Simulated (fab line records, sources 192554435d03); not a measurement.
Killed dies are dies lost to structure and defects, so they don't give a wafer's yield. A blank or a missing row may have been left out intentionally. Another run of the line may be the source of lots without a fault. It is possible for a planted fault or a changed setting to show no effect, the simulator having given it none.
Chamber matching	flow n5Finfet	N5_BEOL_M10_ILD_DEP_00 on pecvd-03 has 3 sister chambers
The step deposits SiCOH lowk from DEMS/porogen, target thk 308.51 nm, time 58 s. 6 wafers are shown with their chamber, then 12 later ones without.

## WAFERS PAIRED WITH THEIR CHAMBERS
wafer	chamber	throttleValvePct (%)	showerheadPlenumPTorr (Torr)
L085.4	1	14.6	5.724
L089.5	0	14.9	5.744
L089.6	2	13.4	5.752
L092.1	1	14.8	5.716
L092.4	2	13.5	5.761
L092.6	0	14.8	5.753

## WAFERS WHOSE CHAMBER IS MISSING
wafer	throttleValvePct (%)	showerheadPlenumPTorr (Torr)
L091.1	14.6	5.756
L091.2	13.4	5.768
L091.3	14.4	5.710
L093.1	14.2	5.711
L093.2	13.5	5.746
L093.4	13.4	5.745
L094.1	14.4	5.708
L094.5	15.0	5.756
L094.6	13.5	5.736
L097.2	14.6	5.758
L097.3	15.0	5.758
L097.5	14.6	5.756

## WHICH CHAMBER EACH ONE RAN IN
wafer	from the rows above	in truth
L091.1	0	0
L091.2	2	2
L091.3	1	1
L093.1	1	1
L093.2	2	2
L093.4	2	2
L094.1	1	1
L094.5	0	0
L094.6	2	2
L097.2	0	0
L097.3	0	0
L097.5	0	0
Correct placement for 12 of the 12. From these rows, 0 cannot be placed. 0 placed wrongly.
How it was worked out, from the rows above alone: a wafer's distance from a chamber is the root of the sum, over the readings, of the square of ((its reading less the chamber's mean) divided by the reading's scatter). If the next closest chamber is less than 2 further off than the closest, the wafer can't be placed; otherwise it belongs to the closest. For every chamber, the mean is computed from those of its wafers that are shown. The scatter: take each reading less its chamber's mean, square it, sum over the shown wafers, divide by the number of wafers less the number of chambers, and take the root.
